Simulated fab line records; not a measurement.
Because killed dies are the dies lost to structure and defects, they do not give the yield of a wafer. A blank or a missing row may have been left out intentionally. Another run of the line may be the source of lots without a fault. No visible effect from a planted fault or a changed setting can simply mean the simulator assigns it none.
Which tool is to blame? :: flow n5_finfet :: Sampling: 11 lots, 33 wafers, 5 of 1938 route steps

== WHAT EACH GAUGE READ, for each wafer ==
N5_BEOL_M5_THK_MEAS_01.
lot: L364
measured: day 8 08:45
on: film_metro-01
M5_ILD_THK (nm): 121.4 123.4 124.0

lot: L365
measured: day 8 11:27
on: film_metro-01
M5_ILD_THK (nm): 120.4 120.8 121.4

lot: L367
measured: day 9 02:53
on: film_metro-02
M5_ILD_THK (nm): 118.3 120.7 121.4

lot: L368
measured: day 9 04:53
on: film_metro-01
M5_ILD_THK (nm): 119.5 118.3 121.9

lot: L369
measured: day 9 09:40
on: film_metro-01
M5_ILD_THK (nm): 119.2 119.8 119.0

lot: L370
measured: day 9 18:21
on: film_metro-02
M5_ILD_THK (nm): 109.0 107.9 121.7

lot: L371
measured: day 10 02:46
on: film_metro-01
M5_ILD_THK (nm): 107.9 108.9 121.4

lot: L378
measured: day 12 02:33
on: film_metro-01
M5_ILD_THK (nm): 119.1 120.5 120.5

lot: L384
measured: day 13 08:25
on: film_metro-01
M5_ILD_THK (nm): 123.5 120.8 124.8

lot: L385
measured: day 14 00:17
on: film_metro-01
M5_ILD_THK (nm): 119.4 121.6 121.0

lot: L386
measured: day 14 03:18
on: film_metro-02
M5_ILD_THK (nm): 120.9 122.3 121.7

== WHICH TOOL RAN EACH LOT (tool, then ch and the chambers of the sampled wafers, then the start) ==
lot: L364
N5_BEOL_M4_SPUTTER_92: pvd_sputter-02, day 8 05:40
N5_BEOL_M4_ANNEAL_95: pvd_sputter-02, day 8 05:58
N5_BEOL_M4_CO_CAP_55: cvd_co-02 ch 0,1,2, day 8 07:01
N5_BEOL_M5_ILD_DEP_00: pecvd-01 ch 0,1,2, day 8 08:11

lot: L365
N5_BEOL_M4_SPUTTER_92: pvd_sputter-01, day 8 08:22
N5_BEOL_M4_ANNEAL_95: pvd_sputter-01, day 8 08:40
N5_BEOL_M4_CO_CAP_55: cvd_co-01 ch 1,2, day 8 09:41
N5_BEOL_M5_ILD_DEP_00: pecvd-02 ch 0,1,2, day 8 10:52

lot: L367
N5_BEOL_M4_SPUTTER_92: pvd_sputter-03, day 8 23:48
N5_BEOL_M4_ANNEAL_95: pvd_sputter-03, day 9 00:06
N5_BEOL_M4_CO_CAP_55: cvd_co-01 ch 0,2, day 9 01:07
N5_BEOL_M5_ILD_DEP_00: pecvd-01 ch 0,1,2, day 9 02:19

lot: L368
N5_BEOL_M4_SPUTTER_92: pvd_sputter-02, day 9 01:49
N5_BEOL_M4_ANNEAL_95: pvd_sputter-02, day 9 02:07
N5_BEOL_M4_CO_CAP_55: cvd_co-01 ch 0,1, day 9 03:07
N5_BEOL_M5_ILD_DEP_00: pecvd-04 ch 1,2, day 9 04:19

lot: L369
N5_BEOL_M4_SPUTTER_92: pvd_sputter-03, day 9 06:25
N5_BEOL_M4_ANNEAL_95: pvd_sputter-03, day 9 06:43
N5_BEOL_M4_CO_CAP_55: cvd_co-02 ch 0,2, day 9 07:43
N5_BEOL_M5_ILD_DEP_00: pecvd-01 ch 0,1,2, day 9 08:55

lot: L370
N5_BEOL_M4_SPUTTER_92: pvd_sputter-02, day 9 15:16
N5_BEOL_M4_ANNEAL_95: pvd_sputter-02, day 9 15:34
N5_BEOL_M4_CO_CAP_55: cvd_co-01 ch 0,2, day 9 16:35
N5_BEOL_M5_ILD_DEP_00: pecvd-01 ch 1,2, day 9 17:47

lot: L371
N5_BEOL_M4_SPUTTER_92: pvd_sputter-03, day 9 23:25
N5_BEOL_M4_ANNEAL_95: pvd_sputter-03, day 9 23:43
N5_BEOL_M4_CO_CAP_55: cvd_co-02 ch 0,1,2, day 10 01:00
N5_BEOL_M5_ILD_DEP_00: pecvd-01 ch 0,2, day 10 02:11

lot: L378
N5_BEOL_M4_SPUTTER_92: pvd_sputter-03, day 11 23:26
N5_BEOL_M4_ANNEAL_95: pvd_sputter-03, day 11 23:44
N5_BEOL_M4_CO_CAP_55: cvd_co-02 ch 0,2, day 12 00:45
N5_BEOL_M5_ILD_DEP_00: pecvd-02 ch 1, day 12 01:57

lot: L384
N5_BEOL_M4_SPUTTER_92: pvd_sputter-01, day 13 04:56
N5_BEOL_M4_ANNEAL_95: pvd_sputter-01, day 13 05:14
N5_BEOL_M4_CO_CAP_55: cvd_co-01 ch 0,1, day 13 06:26
N5_BEOL_M5_ILD_DEP_00: pecvd-04 ch 0,1,2, day 13 07:37

lot: L385
N5_BEOL_M4_SPUTTER_92: pvd_sputter-02, day 13 21:13
N5_BEOL_M4_ANNEAL_95: pvd_sputter-02, day 13 21:31
N5_BEOL_M4_CO_CAP_55: cvd_co-01 ch 0,2, day 13 22:31
N5_BEOL_M5_ILD_DEP_00: pecvd-01 ch 0,1, day 13 23:43

lot: L386
N5_BEOL_M4_SPUTTER_92: pvd_sputter-03, day 14 00:09
N5_BEOL_M4_ANNEAL_95: pvd_sputter-03, day 14 00:27
N5_BEOL_M4_CO_CAP_55: cvd_co-01 ch 0,1,2, day 14 01:31
N5_BEOL_M5_ILD_DEP_00: pecvd-04 ch 0,1,2, day 14 02:43
- N5_BEOL_M4_SPUTTER_92: material Cu, target thk 4.5 nm, time 8.29 s.
- N5_BEOL_M4_ANNEAL_95: time 240 s.
- N5_BEOL_M4_CO_CAP_55: material Co, precursor CCTBA/H2, target thk 2 nm, time 102.1 s.
- N5_BEOL_M5_ILD_DEP_00: deposits SiCOH lowk from DEMS/porogen, target thk 140.64 nm, time 25.9 s.

== AS READ BY THE TOOLS THEMSELVES (means over the sampled wafers that have a number; for cases with no such wafer, the mark the record gives instead) ==
N5_BEOL_M4_SPUTTER_92.
lot: L364
tool: pvd_sputter-02
throttle_valve_pct (%): 31.1

lot: L365
tool: pvd_sputter-01
throttle_valve_pct (%): 30.3

lot: L367
tool: pvd_sputter-03
throttle_valve_pct (%): 30.3

lot: L368
tool: pvd_sputter-02
throttle_valve_pct (%): 31.1

lot: L369
tool: pvd_sputter-03
throttle_valve_pct (%): 30.4

lot: L370
tool: pvd_sputter-02
throttle_valve_pct (%): 29.5

lot: L371
tool: pvd_sputter-03
throttle_valve_pct (%): 29.9

lot: L378
tool: pvd_sputter-03
throttle_valve_pct (%): 30.8

lot: L384
tool: pvd_sputter-01
throttle_valve_pct (%): 30.1

lot: L385
tool: pvd_sputter-02
throttle_valve_pct (%): 30.0

lot: L386
tool: pvd_sputter-03
throttle_valve_pct (%): 30.2

N5_BEOL_M4_ANNEAL_95.
lot: L364
tool: pvd_sputter-02
heater_power_w (W): 884

lot: L365
tool: pvd_sputter-01
heater_power_w (W): 801

lot: L367
tool: pvd_sputter-03
heater_power_w (W): 832

lot: L368
tool: pvd_sputter-02
heater_power_w (W): 881

lot: L369
tool: pvd_sputter-03
heater_power_w (W): 838

lot: L370
tool: pvd_sputter-02
heater_power_w (W): 916

lot: L371
tool: pvd_sputter-03
heater_power_w (W): 801

lot: L378
tool: pvd_sputter-03
heater_power_w (W): 868

lot: L384
tool: pvd_sputter-01
heater_power_w (W): 814

lot: L385
tool: pvd_sputter-02
heater_power_w (W): 918

lot: L386
tool: pvd_sputter-03
heater_power_w (W): 834

N5_BEOL_M4_CO_CAP_55.
lot: L364
tool: cvd_co-02
chamber_pressure_Torr (Torr): 30.01
heater_power_w (W): 242

lot: L365
tool: cvd_co-01
chamber_pressure_Torr (Torr): 30.11
heater_power_w (W): 238

lot: L367
tool: cvd_co-01
chamber_pressure_Torr (Torr): 30.00
heater_power_w (W): 209

lot: L368
tool: cvd_co-01
chamber_pressure_Torr (Torr): 30.02
heater_power_w (W): 260

lot: L369
tool: cvd_co-02
chamber_pressure_Torr (Torr): 30.02
heater_power_w (W): 212

lot: L370
tool: cvd_co-01
chamber_pressure_Torr (Torr): 30.04
heater_power_w (W): 210

lot: L371
tool: cvd_co-02
chamber_pressure_Torr (Torr): 29.99
heater_power_w (W): 246

lot: L378
tool: cvd_co-02
chamber_pressure_Torr (Torr): 29.98
heater_power_w (W): 211

lot: L384
tool: cvd_co-01
chamber_pressure_Torr (Torr): 29.98
heater_power_w (W): 257

lot: L385
tool: cvd_co-01
chamber_pressure_Torr (Torr): 29.98
heater_power_w (W): 211

lot: L386
tool: cvd_co-01
chamber_pressure_Torr (Torr): 29.94
heater_power_w (W): 235

N5_BEOL_M5_ILD_DEP_00.
lot: L364
tool: pecvd-01
chamber_pressure_Torr (Torr): 5.005
heater_power_w (W): 297
rf_fwd_power_W (W): 495.9
showerhead_plenum_p_Torr (Torr): 5.748
throttle_valve_pct (%): 14.0

lot: L365
tool: pecvd-02
chamber_pressure_Torr (Torr): 4.999
heater_power_w (W): 311
rf_fwd_power_W (W): 493.7
showerhead_plenum_p_Torr (Torr): 5.715
throttle_valve_pct (%): 13.8

lot: L367
tool: pecvd-01
chamber_pressure_Torr (Torr): 4.997
heater_power_w (W): 330
rf_fwd_power_W (W): 494.6
showerhead_plenum_p_Torr (Torr): 5.756
throttle_valve_pct (%): 14.4

lot: L368
tool: pecvd-04
chamber_pressure_Torr (Torr): 4.993
heater_power_w (W): 377
rf_fwd_power_W (W): 492.1
showerhead_plenum_p_Torr (Torr): 5.748
throttle_valve_pct (%): 14.0

lot: L369
tool: pecvd-01
chamber_pressure_Torr (Torr): 5.010
heater_power_w (W): 322
rf_fwd_power_W (W): 495.6
showerhead_plenum_p_Torr (Torr): 5.757
throttle_valve_pct (%): 14.2

lot: L370
tool: pecvd-01
chamber_pressure_Torr (Torr): 5.006
heater_power_w (W): 342
rf_fwd_power_W (W): 493.8
showerhead_plenum_p_Torr (Torr): 5.768
throttle_valve_pct (%): 14.7

lot: L371
tool: pecvd-01
chamber_pressure_Torr (Torr): 5.003
heater_power_w (W): 291
rf_fwd_power_W (W): 496.7
showerhead_plenum_p_Torr (Torr): 5.739
throttle_valve_pct (%): 13.5

lot: L378
tool: pecvd-02
chamber_pressure_Torr (Torr): 4.998
heater_power_w (W): 226
rf_fwd_power_W (W): 491.5
showerhead_plenum_p_Torr (Torr): 5.725
throttle_valve_pct (%): 13.6

lot: L384
tool: pecvd-04
chamber_pressure_Torr (Torr): 4.998
heater_power_w (W): 350
rf_fwd_power_W (W): 491.7
showerhead_plenum_p_Torr (Torr): 5.746
throttle_valve_pct (%): 13.9

lot: L385
tool: pecvd-01
chamber_pressure_Torr (Torr): 5.007
heater_power_w (W): 310
rf_fwd_power_W (W): 494.7
showerhead_plenum_p_Torr (Torr): 5.745
throttle_valve_pct (%): 14.4

lot: L386
tool: pecvd-04
chamber_pressure_Torr (Torr): 4.993
heater_power_w (W): 325
rf_fwd_power_W (W): 495.3
showerhead_plenum_p_Torr (Torr): 5.756
throttle_valve_pct (%): 13.9

== THE ANSWER, worked out from the rows above alone ==
Rule: the usual values come from the lots themselves. The widest of any qualifying gaps counts: lots, ordered by their means at a reading, are off when they make up no more than a third of the lots, leave a main group of 4 or more, and stand apart from it by 3 or more times the standard deviation of that group's means. The tables above print the reading to a certain number of digits; a main group whose means all agree to those digits is not used. Also off: a lot with no number at a reading for which 4 or more lots have one. All remaining lots with rows at the step are treated as sound. After the gauges, taken in route order, come the tools' own readings; for these a lot's mean is taken, as printed above. The first step at which some lot is off is used, and at that step the reading that is off furthest; a lot without a number counts as furthest.
Off: L370, L371, seen at N5_BEOL_M5_THK_MEAS_01 (M5_ILD_THK). For the main group the mean is 120.9 nm and the standard deviation 1.2.
A tool fits if, at a process step before that reading, it ran every lot that is off, and no sound lot after the first of them. The gauges at N5_BEOL_M5_THK_MEAS_01 are tried like those tools. None of those tried fits.

== WHAT THE SIMULATOR HAD PUT IN ==
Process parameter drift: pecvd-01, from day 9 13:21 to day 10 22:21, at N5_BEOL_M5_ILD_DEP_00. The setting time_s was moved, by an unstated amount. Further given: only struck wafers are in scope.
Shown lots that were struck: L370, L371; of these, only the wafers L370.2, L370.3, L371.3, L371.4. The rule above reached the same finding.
